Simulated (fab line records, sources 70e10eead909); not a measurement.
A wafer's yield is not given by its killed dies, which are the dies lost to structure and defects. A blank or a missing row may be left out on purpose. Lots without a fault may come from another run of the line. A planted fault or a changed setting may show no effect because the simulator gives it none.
Which tool did it? || flow nand_harc || 6 lots, 18 wafers sampled, at 5 steps of a route of 1302

WHAT THE GAUGES SHOWED, per wafer
NHARC_END_SORT_01.
{"lot": "L783", "measured": "day 25 05:56", "on": "prober-01", "killed_open": "2 7 10"}
{"lot": "L791", "measured": "day 29 17:49", "on": "prober-02", "killed_open": "5 9 4"}
{"lot": "L801", "measured": "day 32 18:13", "on": "prober-01", "killed_open": "3 2 2"}

EACH LOT AND THE TOOL THAT RAN IT (in order: tool; ch and the chambers of the sampled wafers; start)
{"lot": "L783", "NHARC_A_CONTACT_ETCH_136": "har_cap_etch-03 ch 0,1, day 23 03:01", "NHARC_THIN_TSV_DEP_47": "pecvd-04 ch 0,1,2, day 24 15:25", "NHARC_THIN_TSV_PRE_CLEAN_50": "pvd_sputter-03, day 24 20:05 or earlier", "NHARC_THIN_TSV_STRIP_56": "plasma_asher-02 ch 0,1, day 24 20:05"}
{"lot": "L786", "NHARC_A_CONTACT_ETCH_136": "har_cap_etch-02 ch 0,1, day 23 20:02", "NHARC_THIN_TSV_DEP_47": "pecvd-04 ch 0,2, day 25 09:23", "NHARC_THIN_TSV_PRE_CLEAN_50": "pvd_sputter-03, day 25 14:08 or earlier", "NHARC_THIN_TSV_STRIP_56": "plasma_asher-01 ch 0,1, day 25 14:08"}
{"lot": "L788", "NHARC_A_CONTACT_ETCH_136": "har_cap_etch-03 ch 1, day 24 23:23", "NHARC_THIN_TSV_DEP_47": "pecvd-03 ch 0,2, day 26 10:15", "NHARC_THIN_TSV_PRE_CLEAN_50": "pvd_sputter-02, day 26 15:02 or earlier", "NHARC_THIN_TSV_STRIP_56": "plasma_asher-01 ch 0,1, day 26 15:02"}
{"lot": "L791", "NHARC_A_CONTACT_ETCH_136": "har_cap_etch-02 ch 0,1, day 27 18:43", "NHARC_THIN_TSV_DEP_47": "pecvd-04 ch 0,1, day 29 05:06", "NHARC_THIN_TSV_PRE_CLEAN_50": "pvd_sputter-01, day 29 10:01 or earlier", "NHARC_THIN_TSV_STRIP_56": "plasma_asher-02 ch 0,1, day 29 10:01"}
{"lot": "L801", "NHARC_A_CONTACT_ETCH_136": "har_cap_etch-02 ch 0,1, day 30 11:31", "NHARC_THIN_TSV_DEP_47": "pecvd-02 ch 0,1, day 32 04:14", "NHARC_THIN_TSV_PRE_CLEAN_50": "pvd_sputter-02, day 32 08:59 or earlier", "NHARC_THIN_TSV_STRIP_56": "plasma_asher-01 ch 0,1, day 32 08:59"}
{"lot": "L803", "NHARC_A_CONTACT_ETCH_136": "har_cap_etch-03 ch 0,1, day 30 22:37", "NHARC_THIN_TSV_DEP_47": "pecvd-03 ch 0,1,2, day 32 15:19", "NHARC_THIN_TSV_PRE_CLEAN_50": "pvd_sputter-02, day 32 20:02 or earlier", "NHARC_THIN_TSV_STRIP_56": "plasma_asher-01 ch 0,1, day 32 20:02"}
- NHARC_A_CONTACT_ETCH_136: etches the open film in C4F8/O2/Ar, time 311 s, target depth 1912 nm.
- NHARC_THIN_TSV_DEP_47: deposits SiO2, target thk 200 nm.
- NHARC_THIN_TSV_PRE_CLEAN_50: time 30 s.
- NHARC_THIN_TSV_STRIP_56: strips in O2.

THE ANSWER, worked out from the rows above alone
Rule: the lots themselves supply what counts as usual. The widest of any qualifying gaps counts: lots, ordered by their means at a reading, are off when they make up no more than a third of the lots, leave a main group of 4 or more, and stand apart from it by 3 or more times the standard deviation of that group's means. A main group whose means are all the same, to the digits that the tables above print for the reading, isn't used. Also off: a lot with no number at a reading for which 4 or more lots have one. Any other lot the step has rows for is counted as sound.
No lot is off on any of the readings shown, so nothing can be concluded from this.

WHAT WAS PUT IN BY THE SIMULATOR
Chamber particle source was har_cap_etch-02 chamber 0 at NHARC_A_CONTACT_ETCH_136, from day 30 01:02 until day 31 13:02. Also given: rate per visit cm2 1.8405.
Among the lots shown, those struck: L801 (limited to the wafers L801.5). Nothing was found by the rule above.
